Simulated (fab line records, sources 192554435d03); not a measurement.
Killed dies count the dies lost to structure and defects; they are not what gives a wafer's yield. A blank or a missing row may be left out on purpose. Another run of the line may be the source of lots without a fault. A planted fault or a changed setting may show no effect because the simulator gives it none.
The tool behind it: which one?	flow n5 finfet	24 lots, 72 wafers sampled, at 3 steps of a route of 1938

WHAT THE GAUGES READ, wafer by wafer
N5_BEOL_M5_CD_MEAS_35: target cd 28 nm, target cd y 24 nm.
lot	measured	on	cd nm (nm)
L074	day 9 07:48	cd sem-03	28.3 28.0 28.3
L076	day 9 09:37	cd sem-03	28.6 28.3 28.8
L075	day 9 20:02	cd sem-03	28.2 28.5 27.7
L079	day 10 13:19	cd sem-02	28.3 27.7 27.3
L077	day 10 13:29	cd sem-02	28.0 28.0 27.8
L078	day 10 19:41	cd sem-01	28.2 28.2 27.9
L081	day 10 19:44	cd sem-01	28.0 28.3 27.8
L080	day 11 01:28	cd sem-01	28.0 27.2 27.8
L083	day 11 12:25	cd sem-03	28.0 28.0 27.8
L082	day 11 19:35	cd sem-02	28.2 28.2 28.2
L084	day 12 04:14	cd sem-03	27.7 28.3 28.2
L086	day 12 10:43	cd sem-02	28.0 27.7 27.5
L085	day 12 10:52	cd sem-03	28.2 27.9 28.0
L087	day 12 18:59	cd sem-02	27.9 28.1 27.7
L089	day 12 19:02	cd sem-02	28.0 27.8 28.0
L088	day 13 13:24	cd sem-02	27.7 27.9 27.9
L090	day 13 16:28	cd sem-02	28.2 28.2 27.7
L091	day 13 16:56	cd sem-02	28.1 28.2 27.9
L092	day 13 22:36	cd sem-01	28.3 28.1 28.4
L093	day 14 02:16	cd sem-03	27.7 27.4 28.1
L094	day 14 11:22	cd sem-02	28.2 28.3 28.2
L095	day 15 08:41	cd sem-03	28.3 28.3 27.8
L096	day 15 14:59	cd sem-02	28.0 28.2 27.7
L097	day 15 20:36	cd sem-01	28.1 27.7 28.1

N5_BEOL_M6_INSPECT_13: inspects for defects (brightfield).
lot	measured	on	raw defect count
L074	day 9 18:13	defect inspect-01	385 430 380
L076	day 10 02:52	defect inspect-02	371 366 396
L075	day 10 03:44	defect inspect-02	325 365 412
L079	day 11 01:16	defect inspect-01	371 525 487
L077	day 11 01:28	defect inspect-02	264 354 234
L078	day 11 04:51	defect inspect-02	424 347 366
L081	day 11 05:05	defect inspect-02	482 649 423
L080	day 11 10:39	defect inspect-02	415 354 489
L083	day 12 01:13	defect inspect-01	367 419 297
L082	day 12 11:04	defect inspect-01	362 358 405
L084	day 12 15:58	defect inspect-01	384 285 235
L086	day 13 03:00	defect inspect-01	487 505 462
L085	day 13 02:50	defect inspect-02	450 494 486
L087	day 13 06:55	defect inspect-01	195 350 338
L089	day 13 07:06	defect inspect-02	393 541 538
L088	day 13 23:08	defect inspect-02	442 461 465
L090	day 14 02:53	defect inspect-02	410 499 398
L091	day 14 03:07	defect inspect-01	318 385 330
L092	day 14 10:42	defect inspect-02	396 356 479
L093	day 14 11:07	defect inspect-01	297 199 487
L094	day 14 21:32	defect inspect-02	314 337 269
L095	day 15 20:25	defect inspect-01	423 364 354
L096	day 16 00:29	defect inspect-02	390 426 364
L097	day 16 04:53	defect inspect-02	463 425 517

WHICH TOOL RAN EACH LOT (tool, then ch and the chambers of the sampled wafers, then the start)
lot	N5_BEOL_M5_PRE_CLEAN_45
L074	pvd sputter-01, day 9 08:22
L076	pvd sputter-03, day 9 10:05
L075	pvd sputter-03, day 9 20:32
L079	pvd sputter-02, day 10 13:57
L077	pvd sputter-02, day 10 14:27
L078	pvd sputter-03, day 10 20:08
L081	pvd sputter-03, day 10 20:13
L080	pvd sputter-02, day 11 02:08
L083	pvd sputter-03, day 11 14:18
L082	pvd sputter-03, day 11 20:10
L084	pvd sputter-02, day 12 04:41
L086	pvd sputter-01, day 12 11:25
L085	pvd sputter-02, day 12 11:16
L087	pvd sputter-01, day 12 19:23
L089	pvd sputter-02, day 12 19:33
L088	pvd sputter-03, day 13 13:51
L090	pvd sputter-03, day 13 17:32
L091	pvd sputter-03, day 13 17:37
L092	pvd sputter-01, day 13 23:01
L093	pvd sputter-02, day 14 03:17
L094	pvd sputter-01, day 14 13:23
L095	pvd sputter-01, day 15 09:10
L096	pvd sputter-03, day 15 15:44
L097	pvd sputter-01, day 15 21:04
- N5_BEOL_M5_PRE_CLEAN_45: time 30 s.

WHAT THE TOOLS THEMSELVES READ (means of the sampled wafers that have a number; where no wafer has one, the mark that the record gives instead)
N5_BEOL_M5_PRE_CLEAN_45.
lot	tool	heater power w (W)
L074	pvd sputter-01	313
L076	pvd sputter-03	336
L075	pvd sputter-03	334
L079	pvd sputter-02	346
L077	pvd sputter-02	346
L078	pvd sputter-03	308
L081	pvd sputter-03	317
L080	pvd sputter-02	331
L083	pvd sputter-03	325
L082	pvd sputter-03	318
L084	pvd sputter-02	351
L086	pvd sputter-01	328
L085	pvd sputter-02	330
L087	pvd sputter-01	318
L089	pvd sputter-02	341
L088	pvd sputter-03	328
L090	pvd sputter-03	325
L091	pvd sputter-03	326
L092	pvd sputter-01	315
L093	pvd sputter-02	342
L094	pvd sputter-01	322
L095	pvd sputter-01	338
L096	pvd sputter-03	337
L097	pvd sputter-01	330

THE ANSWER, worked out from the rows above alone
Rule: the lots themselves supply what counts as usual. The widest of any qualifying gaps counts: lots, ordered by their means at a reading, are off when they make up no more than a third of the lots, leave a main group of 4 or more, and stand apart from it by 3 or more times the standard deviation of that group's means. A main group is skipped when, at the precision printed for the reading in the tables above, its means are all equal. A lot without any number at a reading at which 4 lots or more have one is off too. The other lots that the step has rows for count as sound. After the gauges, taken in route order, come the tools' own readings; for these a lot's mean is taken, as printed above. At the first step where some lot is off, the reading lying furthest off is the one used; lots without a number count as furthest.
Nothing can be told from this: no lot is off at any reading shown.

WHAT THE SIMULATOR HAD PUT IN
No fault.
